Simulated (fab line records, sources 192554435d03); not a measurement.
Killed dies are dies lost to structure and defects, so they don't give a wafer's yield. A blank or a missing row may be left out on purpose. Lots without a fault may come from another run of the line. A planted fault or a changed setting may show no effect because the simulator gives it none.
fab line records | flow n5_finfet
record lots=9 wafers=27 last_day=18
route steps=1938 shown HKMG_FIN@412 BEOL_M4@1111 PASSIVATION@1936
lots that met no fault: from a run of the same line without faults
start_h: hours from the record's first day to the start of the lot's first wafer shown | wait_h: hours since the lot's step before | " the same as in the row above | L1.1+2: a row that stands for several wafers | - no value, or no start given | * or withheld: withheld | < > ~ a bound
route shown NAME@n: a module of which the file shows steps, and the number in the route of the first | usual: mean/standard deviation of fault-free wafers | same: alike in all rows | chamber/n: place in a boat | sites: the reading at each site | _std_site: their standard deviation | _edge_site: outer sites' mean less inner sites' | radius_mm: how far each site lies from the wafer's centre | mask NAME#n: copy n | behind: the tool/chamber that last shaped the wafer | hold: why the lot was held/for how many hours/how that ended | device: the transistor (n, p or np) that didn't switch | end of line: the same wafers' tests at the end of the route | a step without rows: its recipe alone | killed: dies lost to structure and defects at the first sort, not the wafer's yield | map: a wafer's dies, x killed, . not, _ none there
set.NAME: the setting as run; set.NAME@STEP: as run at that earlier step | model.NAME: the simulator's own value behind a step, which no gauge read
steps of the route over a sample of lots; a table a step, a row a wafer
services: from which hour (start_h, from the record's first day; less than 0 if before it) a tool's chamber was out of use, for how many hours, and why
## steps
# step N5_HKMG_FIN_ALD_79
# recipe material=TiN target_thk_a=15 temp_c=400 ald_precursor_family=TiCl4 ald_co_reactant=NH3 pulse_time_s=1 purge_time_s=3 co_reactant_purge_time_s=2 co_reactant_pulse_time_s=2 ald_cycles=68 pressure_torr=3
# usual ald_cycles=68/0 heater_power_w=866/64 precursor_pulse_height_rel=0.997/0.023
# columns lot.wafer tool chamber start_h wait_h ald_cycles heater_power_w precursor_pulse_height_rel
L513.1 ald_metal-04 3 82.05 0.0 68 968 0.970
L513.2 " 0 " " 68 752 1.017
L513.5 " 1 " " 68 848 0.976
L514.2 ald_metal-03 2 84.70 0.0 68 915 0.982
L514.3 " 3 " " 68 802 0.986
L514.4 " 1 " " 68 836 0.969
L516.1 ald_metal-02 1 105.34 0.0 68 907 1.024
L516.2 " 2 " " 68 861 0.996
L516.5 " 0 " " 68 943 0.972
L518.1 ald_metal-02 2 112.35 0.0 68 883 0.968
L518.2 " 3 " " 68 808 0.983
L518.4 " 0 " " 68 952 0.976
L522.1 ald_metal-03 1 136.15 0.0 68 830 1.009
L522.3 " 3 " " 68 787 0.994
L522.6 " 1 " " 68 842 0.969
L527.1 ald_metal-02 1 166.39 0.0 68 884 0.994
L527.5 " 2 " " 68 853 0.994
L527.6 " 1 " " 68 899 1.006
L530.1 ald_metal-02 2 182.64 0.0 68 904 1.007
L530.3 " 0 " " 68 957 1.024
L530.4 " 1 " " 68 909 1.051
L533.2 ald_metal-02 1 203.75 0.0 68 897 1.003
L533.3 " 2 " " 68 893 0.975
L533.5 " 1 " " 68 900 0.972
L534.1 ald_metal-02 0 207.04 0.0 68 952 0.988
L534.2 " 1 " " 68 886 0.976
L534.4 " 3 " " 68 788 0.990
# step N5_HKMG_FIN_PWFM_ALD_03
# recipe material=TiN target_thk_a=20 temp_c=400 ald_precursor_family=TiCl4 ald_co_reactant=NH3 pulse_time_s=1 purge_time_s=3 co_reactant_purge_time_s=2 co_reactant_pulse_time_s=2 ald_cycles=91 pressure_torr=3
# usual ald_cycles=91/0 heater_power_w=866/64 precursor_pulse_height_rel=0.998/0.021
# columns lot.wafer tool chamber start_h wait_h ald_cycles heater_power_w precursor_pulse_height_rel
L513.1 ald_metal-02 0 83.35 0.0 91 956 0.969
L513.2 " 1 " " 91 892 1.017
L513.5 " 2 " " 91 887 0.972
L514.2 ald_metal-04 2 85.79 0.0 91 828 1.014
L514.3 " 1 " " 91 822 1.004
L514.4 " 0 " " 91 756 1.003
L516.1 ald_metal-03 2 106.46 0.0 91 903 0.981
L516.2 " 0 " " 91 942 1.051
L516.5 " 2 " " 91 910 0.989
L518.1 ald_metal-03 3 113.43 0.0 91 778 0.944
L518.2 " 0 " " 91 936 0.943
L518.4 " 1 " " 91 847 1.022
L522.1 ald_metal-03 0 137.32 0.0 91 919 1.005
L522.3 " 1 " " 91 810 1.019
L522.6 " 3 " " 85 790 1.008
L527.1 ald_metal-03 3 167.46 0.0 85 779 0.993
L527.5 " 0 " " 91 928 0.983
L527.6 " 1 " " 91 813 0.997
L530.1 ald_metal-04 3 183.73 0.0 91 942 1.003
L530.3 " 2 " " 91 832 0.972
L530.4 " 2 " " 91 817 0.976
L533.2 ald_metal-04 1 204.84 0.0 91 842 0.992
L533.3 " 0 " " 91 736 1.015
L533.5 " 2 " " 91 843 0.987
L534.1 ald_metal-02 2 208.34 0.1 91 894 1.016
L534.2 " 0 " " 91 942 1.011
L534.4 " 1 " " 91 897 0.980
# step N5_HKMG_FIN_INSPECT_14
# recipe mode=adi inspect_instrument=macro
# usual raw_defect_count=2.0/1.3
# columns lot.wafer tool chamber start_h wait_h raw_defect_count
L513.1 defect_inspect-02 - 84.24 0.0 1
L513.2 " - " " 2
L513.5 " - " " 1
L514.2 defect_inspect-01 - 86.68 0.0 0
L514.3 " - " " 4
L514.4 " - " " 2
L516.1 defect_inspect-02 - 107.35 0.0 4
L516.2 " - " " 0
L516.5 " - " " 5
L518.1 defect_inspect-02 - 114.19 0.0 3
L518.2 " - " " 1
L518.4 " - " " 3
L522.1 defect_inspect-02 - 138.08 0.0 1
L522.3 " - " " 2
L522.6 " - " " 0
L527.1 defect_inspect-02 - 168.23 0.0 2
L527.5 " - " " 2
L527.6 " - " " 2
L530.1 defect_inspect-01 - 184.62 0.0 1
L530.3 " - " " 3
L530.4 " - " " 2
L533.2 defect_inspect-01 - 205.73 0.0 2
L533.3 " - " " 0
L533.5 " - " " 3
L534.1 defect_inspect-02 - 209.24 0.0 0
L534.2 " - " " 2
L534.4 " - " " 4
# step N5_HKMG_FIN_ETCH_31
# recipe chemistry=CF4 target=SiARC target_depth_a=455 mask_material=CAR-ArF time_s=75.8 ion_energy_ev=80 pressure_mtorr=40 source_w=545 bias_w=36 Ar_flow_sccm=100 cf4_flow_sccm=100 ends=cleared
# usual cf4_flow_sccm=100.0/0.3 drypump_motor_current_A=5.8/0.35 etch_rf_on_time_s=75.8/1.2 oes_product_au=0.67/0.088 rf_vpp_V=183.8/1.4 showerhead_plenum_p_Torr=2.11/0.092 throttle_valve_pct=15.69/0.25
# columns lot.wafer tool chamber start_h wait_h cf4_flow_sccm drypump_motor_current_A etch_rf_on_time_s oes_product_au rf_hours_counter_h rf_vpp_V showerhead_plenum_p_Torr throttle_valve_pct
L513.1 rie_diel-06 0 84.34 0.0 99.9 5.8 75.5 0.74 61 183.1 2.09 15.37
L513.2 " 2 " " 99.6 6.3 75.4 0.61 213 183.1 2.12 15.73
L513.5 " 2 " " 100.0 6.3 75.9 0.61 - 182.8 2.12 15.73
L514.2 rie_diel-05 0 86.75 0.0 99.5 5.3 76.3 0.62 203 183.0 2.04 16.07
L514.3 " 1 " " 99.8 5.9 77.1 0.60 182 183.5 2.05 15.35
L514.4 " 2 " " 100.7 5.4 75.6 0.59 242 182.5 2.03 15.79
L516.1 rie_diel-05 2 107.42 0.0 100.1 5.4 75.5 0.59 249 183.4 2.03 15.80
L516.2 " 1 " " 100.0 5.9 76.2 0.60 188 183.3 2.05 15.38
L516.5 " 0 " " 100.2 5.3 75.1 0.62 - 182.0 2.04 16.10
L518.1 rie_diel-06 1 114.26 0.0 99.7 5.4 73.8 0.86 0 185.6 2.28 15.31
L518.2 " 0 " " 99.7 5.8 75.7 0.73 72 182.3 2.08 15.40
L518.4 " 2 " " 99.6 6.3 74.8 0.60 224 186.2 2.11 15.74
L522.1 rie_diel-03 1 138.15 0.0 100.1 5.9 77.3 0.58 249 186.3 2.19 16.18
L522.3 " 3 " " 100.0 6.2 75.9 0.68 96 186.6 2.25 15.81
L522.6 " 0 " " 100.2 5.6 76.3 0.61 - 183.9 2.12 15.57
L527.1 rie_diel-03 3 169.19 0.0 99.5 6.1 75.0 0.66 113 184.6 2.25 15.86
L527.5 " 1 " " 100.1 5.9 74.4 0.83 - 186.3 2.19 15.70
L527.6 " 2 " " 100.3 6.1 76.5 0.64 - 181.3 1.98 15.86
L530.1 rie_diel-03 0 184.76 0.0 100.3 5.5 76.1 0.60 229 184.8 2.11 15.61
L530.3 " 3 " " 100.1 6.1 74.5 0.66 120 186.0 2.24 15.87
L530.4 " 2 " " 100.0 6.2 76.9 0.63 174 181.4 1.97 15.88
L533.2 rie_diel-05 2 205.80 0.0 99.8 5.4 73.6 0.81 11 185.5 2.28 15.36
L533.3 " 3 " " 100.1 5.8 74.5 0.86 0 188.0 2.28 15.20
L533.5 " 3 " " 100.6 5.8 74.1 0.86 - 185.4 2.28 15.19
L534.1 rie_diel-06 0 209.58 0.0 100.0 5.8 76.9 0.68 117 183.5 2.07 15.51
L534.2 " 1 " " 100.4 5.4 74.6 0.73 50 184.4 2.26 15.42
L534.4 " 3 " " 99.8 6.5 76.7 0.75 27 184.0 2.10 15.35
# step N5_BEOL_M4_RC_MEAS_101
# usual DIBL_N=35.9/1.3 DIBL_P=36.3/1.5 IOFF_N=0.153/0.023 IOFF_P=0.208/0.028 ION_N=672/9.7 ION_P=462/6.6 SS_N=71.5/0.53 SS_P=73.3/0.59 VT_N=250.4/2.7 VT_P=-250.5/3
# columns lot.wafer tool chamber start_h wait_h DIBL_N[mV/V] DIBL_P[mV/V] IOFF_N[nA/um] IOFF_P[nA/um] ION_N[uA/um] ION_P[uA/um] SS_N[mV/dec] SS_P[mV/dec] VT_N[mV] VT_P[mV]
L513.1 prober-01 0 183.96 0.0 35.9 35.8 0.154 0.189 673 457 71.3 73.1 251.8 -254.4
L513.2 " 0 " " 37.1 37.6 0.182 0.213 677 457 71.6 73.7 251.6 -250.9
L513.5 " 0 " " 37.2 37.0 0.181 0.215 684 465 72.2 74.0 248.6 -250.2
L514.2 prober-02 0 194.10 0.2 34.1 36.7 0.150 0.207 674 467 71.5 73.5 247.2 -250.3
L514.3 " 0 " " 33.4 36.1 0.139 0.206 665 463 71.5 73.4 248.8 -250.9
L514.4 " 0 " " 34.4 36.6 0.148 0.195 664 455 71.6 73.8 246.3 -252.2
L516.1 prober-02 0 203.83 0.0 35.4 35.4 0.143 0.196 674 466 71.4 72.8 250.7 -251.0
L516.2 " 0 " " 35.8 35.4 0.147 0.200 677 456 70.9 72.8 249.8 -250.4
L516.5 " 0 " " 35.4 35.4 0.144 0.190 669 460 71.3 72.3 251.7 -251.9
L518.1 prober-01 0 223.00 0.0 36.8 37.2 0.170 0.235 681 470 72.2 73.8 248.3 -249.1
L518.2 " 0 " " 36.9 35.8 0.168 0.222 685 469 70.7 73.4 248.3 -250.4
L518.4 " 0 " " 35.7 35.7 0.149 0.217 671 467 71.8 73.9 252.0 -249.9
L522.1 prober-01 0 236.63 0.0 35.1 34.6 0.125 0.201 666 466 70.8 72.6 253.6 -245.9
L522.3 " 0 " " 35.7 35.3 0.141 0.216 670 462 71.6 73.7 248.8 -247.0
L522.6 " 0 " " 35.5 34.3 0.130 0.170 668 455 71.7 73.0 253.1 -250.8
L527.1 prober-02 0 276.12 0.0 35.8 36.8 0.158 0.198 678 465 72.3 73.4 247.3 -256.3
L527.5 " 0 " " 36.5 36.9 0.169 0.254 690 474 71.4 73.7 245.1 -247.2
L527.6 " 0 " " 36.9 37.4 0.172 0.271 675 474 71.3 73.6 250.5 -245.2
L530.1 prober-02 0 304.84 0.0 34.6 34.6 0.142 0.180 679 461 70.4 72.8 248.7 -251.5
L530.3 " 0 " " 36.1 35.9 0.158 0.198 679 460 71.5 73.5 250.2 -250.3
L530.4 " 0 " " 35.8 36.2 0.146 0.207 666 456 71.8 73.4 252.1 -248.1
L533.2 prober-02 0 313.32 0.2 37.1 38.5 0.190 0.239 690 472 71.4 74.4 247.0 -248.6
L533.3 " 0 " " 36.4 37.5 0.170 0.215 691 468 71.4 74.6 248.6 -250.0
L533.5 " 0 " " 36.6 37.4 0.165 0.209 679 462 71.7 73.0 249.0 -248.8
L534.1 prober-02 0 316.46 0.0 34.8 35.7 0.130 0.177 667 465 71.1 73.4 252.7 -253.0
L534.2 " 0 " " 35.1 36.5 0.138 0.189 674 461 71.4 72.4 252.6 -253.8
L534.4 " 0 " " 36.2 37.1 0.155 0.208 671 459 71.0 73.0 252.4 -251.6
# step N5_PASSIVATION_PROBE_49
# usual defect_limited_yield=91.1/1.5 killed_at_M0_to_M3=35/9.5 killed_at_M4_up=13/5.2 killed_at_contacts=12/6.1 killed_at_front_end=41/14 killed_at_other=3.8/2.9 killed_dies=105/17 killed_open=70/13 killed_short=33/8.4 sort_bin_5_function=5.1/0.97 sort_bin_6_memory=3.4/0.69 sort_bin_8_speed=0.00/0.007 sort_n_pass=1075/17 sort_yield_pct=91.1/1.5
# same gross_dies=1180 killed_at_back_side=0 sort_bin_4_leakage[%]=0
# columns lot.wafer tool chamber start_h wait_h defect_limited_yield[%] killed_at_M0_to_M3 killed_at_M4_up killed_at_contacts killed_at_front_end killed_at_other killed_dies killed_open killed_short sort_bin_5_function[%] sort_bin_6_memory[%] sort_bin_8_speed[%] sort_n_pass sort_yield_pct[%]
L513.1 prober-01 - 292.76 0.0 90.1 65 16 7 24 5 117 73 44 6.4 3.1 0 1063 90.1
L513.2 prober-01 - 292.81 0.1 91.0 57 15 6 24 4 106 68 38 5.3 3.1 0 1074 91.0
L513.5 prober-01 - 292.96 0.2 90.7 47 9 8 39 7 110 82 28 4.6 4.6 0 1070 90.7
L518.1 prober-01 - 333.51 0.0 90.4 50 11 10 42 0 113 82 31 5.8 3.6 0 1067 90.4
L518.2 prober-01 - 333.56 0.1 90.8 29 16 24 38 1 108 76 32 5.0 3.9 0 1072 90.8
L518.4 prober-01 - 333.66 0.2 91.6 26 13 14 45 1 99 66 33 5.5 2.7 0 1081 91.6
L527.1 prober-02 - 379.18 0.0 90.3 28 20 6 59 2 115 74 39 5.0 4.1 0 1065 90.3
L527.5 prober-02 - 379.38 0.2 91.4 26 8 17 47 4 102 69 31 5.4 3.1 0 1078 91.4
L527.6 prober-02 - 379.43 0.3 93.8 22 14 8 26 3 73 55 17 3.1 2.7 0 1107 93.8
L530.1 prober-01 - 411.93 0.0 91.0 22 4 15 61 4 106 78 27 5.0 3.8 0 1074 91.0
L530.3 prober-01 - 412.03 0.1 88.6 37 12 11 71 3 134 94 40 6.6 4.7 0 1046 88.6
L530.4 prober-01 - 412.08 0.2 90.4 25 13 7 60 8 113 83 30 5.9 3.4 0 1067 90.4
# killed by level:class
L513.1 BEOL_M0_SAQP:geometric_particle:open=18 BEOL_M0_SAQP:geometric_particle:short=16 BEOL_M2:geometric_particle:open=9 FIN_SAQP:geometric_particle:open=8 BEOL_M1:geometric_particle:open=7 BEOL_M4:geometric_particle:open=7 MOL_CONTACT_COAG:geometric_particle:open=4 BEOL_M3:geometric_particle:open=4
L513.2 BEOL_M0_SAQP:geometric_particle:short=14 BEOL_M0_SAQP:geometric_particle:open=11 BEOL_M2:geometric_particle:open=8 BEOL_M4:geometric_particle:open=8 BEOL_M3:geometric_particle:open=7 FIN_SAQP:geometric_particle:short=6 MOL_CONTACT_COAG:geometric_particle:open=6 STI_FIN_REVEAL:geometric_particle:open=5
L513.5 BEOL_M0_SAQP:geometric_particle:open=13 BEOL_M3:geometric_particle:open=10 FIN_SAQP:geometric_particle:open=9 MOL_CONTACT_COAG:geometric_particle:open=8 BEOL_M1:geometric_particle:open=8 BEOL_M0_SAQP:geometric_particle:short=7 DUMMY_GATE:geometric_particle:open=6 FIN_SAQP:geometric_particle:short=5
L518.1 BEOL_M1:geometric_particle:open=18 STI_FIN_REVEAL:geometric_particle:open=13 BEOL_M2:geometric_particle:open=13 FIN_SAQP:geometric_particle:open=9 MOL_CONTACT_COAG:geometric_particle:open=8 BEOL_M0_SAQP:geometric_particle:open=5 FIN_SAQP:geometric_particle:short=4 BEOL_M1:geometric_particle:short=4
L518.2 MOL_CONTACT_COAG:geometric_particle:open=18 GATE_CUT:geometric_particle:short=9 BEOL_M2:geometric_particle:open=9 BEOL_M5:geometric_particle:open=8 FIN_SAQP:geometric_particle:short=6 MOL_CONTACT_COAG:geometric_particle:short=6 STI_FIN_REVEAL:geometric_particle:open=5 BEOL_M1:geometric_particle:open=5
L518.4 STI_FIN_REVEAL:geometric_particle:open=12 MOL_CONTACT_COAG:geometric_particle:open=12 FIN_SAQP:geometric_particle:open=8 FIN_SAQP:geometric_particle:short=5 BEOL_M2:geometric_particle:open=5 BEOL_M4:geometric_particle:open=5 BEOL_M1:geometric_particle:open=4 GATE_CUT:geometric_particle:short=4
L527.1 STI_FIN_REVEAL:geometric_particle:open=20 FIN_SAQP:geometric_particle:open=10 BEOL_M0_SAQP:geometric_particle:open=8 BEOL_M0_SAQP:geometric_particle:short=8 BEOL_M4:geometric_particle:open=7 BEOL_M4:geometric_particle:short=6 FIN_SAQP:geometric_particle:short=5 BEOL_M3:geometric_particle:open=5
L527.5 MOL_CONTACT_COAG:geometric_particle:open=14 FIN_SAQP:geometric_particle:open=13 DUMMY_GATE:geometric_particle:open=7 STI_FIN_REVEAL:geometric_particle:open=6 BEOL_M0_SAQP:geometric_particle:short=6 FIN_SAQP:geometric_particle:short=5 GATE_CUT:geometric_particle:open=4 BEOL_M0_SAQP:geometric_particle:open=4
L527.6 BEOL_M2:geometric_particle:open=9 FIN_SAQP:geometric_particle:open=7 MOL_CONTACT_COAG:geometric_particle:open=7 STI_FIN_REVEAL:geometric_particle:open=6 GATE_CUT:geometric_particle:open=6 BEOL_M0_SAQP:geometric_particle:short=4 BEOL_M4:geometric_particle:open=4 BEOL_M0_SAQP:geometric_particle:open=3
L530.1 STI_FIN_REVEAL:geometric_particle:open=33 MOL_CONTACT_COAG:geometric_particle:open=12 FIN_SAQP:geometric_particle:open=7 BEOL_M1:geometric_particle:open=7 BEOL_M0_SAQP:geometric_particle:short=5 GATE_CUT:geometric_particle:short=5 FIN_SAQP:geometric_particle:short=4 STI_FIN_REVEAL:geometric_particle:short=4
L530.3 STI_FIN_REVEAL:geometric_particle:open=19 FIN_SAQP:geometric_particle:open=12 MOL_CONTACT_COAG:geometric_particle:open=11 GATE_CUT:geometric_particle:short=10 BEOL_M0_SAQP:geometric_particle:open=10 FIN_SAQP:geometric_particle:short=9 DUMMY_GATE:geometric_particle:open=7 BEOL_M1:geometric_particle:open=6
L530.4 STI_FIN_REVEAL:geometric_particle:open=25 FIN_SAQP:geometric_particle:open=10 STI_FIN_REVEAL:geometric_particle:short=8 BEOL_M1:geometric_particle:open=8 DUMMY_GATE:geometric_particle:open=7 BEOL_M0_SAQP:geometric_particle:open=7 BEOL_M4:geometric_particle:open=6 MOL_CONTACT_COAG:geometric_particle:open=6
## services
# columns tool chamber start_h hours kind
ald_metal-02 1 85.08 - calibration
rie_diel-06 1 87.45 - clean
rie_diel-06 1 87.45 - consumable_replace:focus_ring
rie_diel-06 1 87.45 - consumable_replace:showerhead
rie_diel-06 1 87.45 24.6 scheduled_down
rie_diel-06 1 87.45 24.6 vent_cycle
rie_diel-05 2 111.77 - clean
rie_diel-05 2 111.77 - consumable_replace:focus_ring
rie_diel-05 2 111.77 - consumable_replace:showerhead
rie_diel-05 2 111.77 13.0 scheduled_down
rie_diel-05 2 111.77 13.0 vent_cycle
rie_diel-05 - 117.79 14.6 pm
rie_diel-06 0 131.83 6.3 repair
ald_metal-04 0 140.80 8.0 repair
rie_diel-03 1 141.03 - clean
rie_diel-03 1 141.03 - consumable_replace:focus_ring
rie_diel-03 1 141.03 15.4 scheduled_down
rie_diel-05 - 143.02 12.1 repair
rie_diel-03 0 160.20 1.9 repair
ald_metal-03 - 162.67 2.8 pm
rie_diel-05 2 178.77 4.2 repair
ald_metal-04 0 179.39 16.4 repair
ald_metal-04 - 187.95 1.2 pm
ald_metal-02 - 189.88 0.6 repair
## key
first_sign step=N5_HKMG_FIN_PWFM_ALD_03 reading=ald_cycles direction=down sigmas=99+ usual=* struck=*
effect none on later readings
met_at N5_HKMG_FIN_PWFM_ALD_03
struck_lots L522,L527
struck_wafers L522.6,L527.1
not_acting_at N5_HKMG_FIN_ALD_79,N5_HKMG_FIN_INSPECT_14,N5_HKMG_FIN_ETCH_31
onset_between 113.43 137.32
fault kind=process_parameter_drift tool=ald_metal-03 chamber=3 onset_h=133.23 steps=N5_HKMG_FIN_PWFM_ALD_03 channel=ald_cycles offset=* shape=step end_h=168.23 acts_in=* stated=*
